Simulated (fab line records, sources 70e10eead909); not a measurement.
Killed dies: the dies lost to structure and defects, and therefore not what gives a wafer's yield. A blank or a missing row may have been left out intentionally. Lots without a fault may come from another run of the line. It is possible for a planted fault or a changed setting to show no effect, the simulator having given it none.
One fault seen from 3 desks -- flow nand harc -- what lay behind the numbers comes last; until then each desk has only its own

THE DEFECT DESK
Inspection counts along the route, by lot: the mean over sampled wafers that carry a number. Any lot whose mean is over 4 standard deviations away from the usual mean is out of limits and marked OUT; that distance is given in the brackets.
Columns: A = raw defect count at NHARC_A_CHANNEL_HOLE_D2_INSPECT_12, usual 32
lot,first seen here,A
L979,day 13 09:32,56
L980,day 14 04:59,67
L981,day 14 08:34,56
L983,day 15 10:25,55
L986,day 16 04:29,8
L987,day 16 13:21,56
L991,day 17 20:55,9
L990,day 17 22:16,57
L992,day 18 06:44,12
L995,day 20 03:15,55
L102,day 23 02:38,6
This desk's verdict: no lot among the 11 shows anything out of limits.

FOR THE TOOL OWNER'S DESK: litho track-04
The tool's own readings at NHARC_A_CHANNEL_HOLE_D2_PEB_08 (peb time 65 s): means of the sampled wafers that have a number, for each lot that ran on this tool. Any lot whose mean is over 4 standard deviations away from the usual mean is out of limits and marked OUT; that distance is given in the brackets.
Columns: A = heater power total W at NHARC_A_CHANNEL_HOLE_D2_PEB_08, usual 156.7 W
lot,first seen here,A
L983,day 15 10:13,156.8
L987,day 16 13:08,156.6
L991,day 17 20:43,156.5
L995,day 20 03:02,176.6 (+50) OUT
This desk's finding: out of limits on L995; first on L995, day 20 03:02 (heater power total W at NHARC_A_CHANNEL_HOLE_D2_PEB_08). L983, L987, L991 stayed within limits.

THE METROLOGY DESK
What the gauges read, lot by lot, whatever tool the lot ran on: means of the sampled wafers that have a number. Any lot whose mean is over 4 standard deviations away from the usual mean is out of limits and marked OUT; that distance is given in the brackets.
Columns: A = thk nm at NHARC_A_ONON_D2_THK_MEAS_30, usual 998 nm; B = cd nm at NHARC_A_CHANNEL_HOLE_D2_CD_MEAS_10, usual 100.3 nm; C = cd nm at NHARC_A_CHANNEL_HOLE_D2_CD_MEAS_18, usual 101.6 nm; D = cd nm at NHARC_A_CHANNEL_HOLE_D2_CD_MEAS_31, usual 90.2 nm
lot,first seen here,A,B,C,D
L979,day 13 06:09,1009,100.4,101.9,91.0
L980,day 13 16:25,1003,100.5,101.2,92.4
L981,day 14 00:14,981,100.7,100.6,89.7
L983,day 15 05:53,982,99.8,103.4,90.4
L986,day 16 00:41,992,100.3,100.8,90.1
L987,day 16 07:41,1002,99.8,101.8,88.7
L991,day 17 15:39,995,100.4,100.1,89.5
L990,day 17 15:47,988,100.3,101.6,90.8
L992,day 18 03:29,995,100.5,102.4,89.2
L995,day 19 19:43,1015,94.2 (-11) OUT,96.0,83.2
L102,day 22 20:28,1006,99.9,99.6,88.5
This desk's finding: out of limits on L995; first on L995, day 20 03:07 (cd nm at NHARC_A_CHANNEL_HOLE_D2_CD_MEAS_10). L979, L980, L981, L983, L986, L987, L991, L990, L992, L102 stayed within limits.

TAKEN TOGETHER
At day 20 03:02, on L995, the tool owner's desk was in a position to raise an alarm.
The metrology desk could have raised an alarm at day 20 03:07, on L995.
No out-of-limits result turned up at the defect desk.
The defect desk has L995 on record, within its limits.
On litho track-04, each named lot ran NHARC_A_CHANNEL_HOLE_D2_PEB_08.

WHAT THE SIMULATOR HAD INSERTED
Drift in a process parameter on litho track-04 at NHARC_A_CHANNEL_HOLE_D2_PEB_08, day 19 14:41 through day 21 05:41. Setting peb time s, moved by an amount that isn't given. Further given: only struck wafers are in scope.
Shown lots that were struck: L995.
Counting hours from when the fault started, the first reading out of limits came at 12 for the tool owner's desk and at 12 for the metrology desk.
